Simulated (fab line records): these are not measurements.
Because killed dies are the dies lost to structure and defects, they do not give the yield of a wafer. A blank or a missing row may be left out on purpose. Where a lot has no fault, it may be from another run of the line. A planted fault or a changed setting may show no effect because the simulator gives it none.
Split-lot study | flow n5 finfet | 21 wafers read across 7 lots, on a route 1938 steps long

== THE SPLIT ITSELF ==
At N5_BEOL_M9_HM_DEP_02 (deposits TiN, target thk 20 nm), the setting target thk a was moved away from the recipe's 200 angstrom on 7 of the 21 wafers read, by -11.2% to +6.4%. The other wafers ran this setting at the recipe's value.

== FROM THE SPLIT TO THE READING: what the file shows between them, 4 steps ==
- N5_BEOL_M9_COAT_59: time 60 s, resist thk 100 nm
- N5_BEOL_M9_COAT_60: time 60 s, resist thk 30 nm
- N5_BEOL_M9_STRIP_68: strips in N2/H2
- N5_BEOL_M9_STRIP_67: strips in CF4

== THE READING ==
etch.depth nm (the simulator's own value, which no gauge read), in nm, at N5_BEOL_M9_HM_OPEN_17 (chemistry Cl2/BCl3, target TiN, target depth 20 nm, overetch 6 nm). The file gives no usual value for it. Average 19.92 nm, standard deviation 0.27 nm, over the 14 wafers here run with the recipe.

wafer  | tool, chamber at the split | target thk a as run, angstrom | against the recipe | etch.depth nm, nm | against lot-mates on the recipe
L077.2 | pvd sputter-02, -          | 200                           | recipe             | 19.83             | -
L077.3 | pvd sputter-02, -          | 210.8                         | +5.4%              | 20.56             | +0.50
L077.5 | pvd sputter-02, -          | 200                           | recipe             | 20.29             | -
L079.2 | pvd sputter-03, -          | 200                           | recipe             | 20.04             | -
L079.4 | pvd sputter-03, -          | 189                           | -5.5%              | 18.83             | -1.32
L079.6 | pvd sputter-03, -          | 200                           | recipe             | 20.26             | -
L081.4 | pvd sputter-02, -          | 200                           | recipe             | 19.72             | -
L081.5 | pvd sputter-02, -          | 200                           | recipe             | 19.87             | -
L081.6 | pvd sputter-02, -          | 200                           | recipe             | 20.14             | -
L083.2 | pvd sputter-01, -          | 200                           | recipe             | 19.51             | -
L083.3 | pvd sputter-01, -          | 200                           | recipe             | 19.71             | -
L083.5 | pvd sputter-01, -          | 200                           | recipe             | 19.56             | -
L084.1 | pvd sputter-02, -          | 200                           | recipe             | 20.14             | -
L084.4 | pvd sputter-02, -          | 200                           | recipe             | 19.55             | -
L084.6 | pvd sputter-02, -          | 212.8                         | +6.4%              | 21.27             | +1.43
L090.3 | pvd sputter-02, -          | 177.7                         | -11.2%             | 18.26             | -1.78
L090.4 | pvd sputter-02, -          | 200                           | recipe             | 20.04             | -
L090.5 | pvd sputter-02, -          | 177.7                         | -11.2%             | 18.24             | -1.80
L092.1 | pvd sputter-03, -          | 200                           | recipe             | 20.25             | -
L092.2 | pvd sputter-03, -          | 177.8                         | -11.1%             | 17.65             | -2.60
L092.4 | pvd sputter-03, -          | 177.8                         | -11.1%             | 17.86             | -2.39

FIT RESULTS
A straight line over all 21 wafers: etch.depth nm changes by +0.173 nm for each +1% of target thk a; r = +0.96; the points scatter about the line by 0.28 nm.
The same after taking each lot's own level away (the mean of its wafers on the recipe; 21 wafers): +0.19 nm for each +1%; r = +0.97; scatter 0.26 nm.
Per that fit: largest target thk a move, reading shift of 2.1 nm.
The lots' own levels span 19.593 to 20.250 nm, that is 2.4 times the standard deviation above.
The two slopes agree, so the slope changes little with the lot-to-lot level.
Check: -2.25 nm against its lot-mates is what the line predicts for one of the wafers moved furthest among these (-11.2%) when that wafer is left out of the fit. It came out at -1.78 nm against them.

== ADDITIONAL SPLITS CARRIED BY THESE WAFERS ==
Other splits were also applied to these wafers ahead of the reading. Each is held against what the fit with the lots' levels taken away leaves over:
other split on the same wafers  | wafers away from the commonest value | r with etch.depth nm (lot level and that fit taken away)
N5_BEOL_M7_VIA_ETCH_34 source w | 4                                    | +0.10

== THE WHOLE CHAIN: every reading that the file lists as answering this split, in the file's order ==
step                  | what it does                                                      | reading                                                                          | change (the file's fit)               | r (the file's)
N5_BEOL_M9_HM_DEP_02  | deposits TiN, target thk 20 nm                                    | TiN_of_BEOL_M9_HM_DEP_02.thk nm (the simulator's own value, which no gauge read) | +0.191 nm for each +1% of the setting | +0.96
N5_BEOL_M9_HM_OPEN_17 | chemistry Cl2/BCl3, target TiN, target depth 20 nm, overetch 6 nm | etch.depth nm (the simulator's own value, which no gauge read)                   | +0.192 nm for each +1% of the setting | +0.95

== THE FILE'S OWN FIT ==
etch.depth nm changes by +0.192 nm for each +1% of target thk a, r = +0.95.
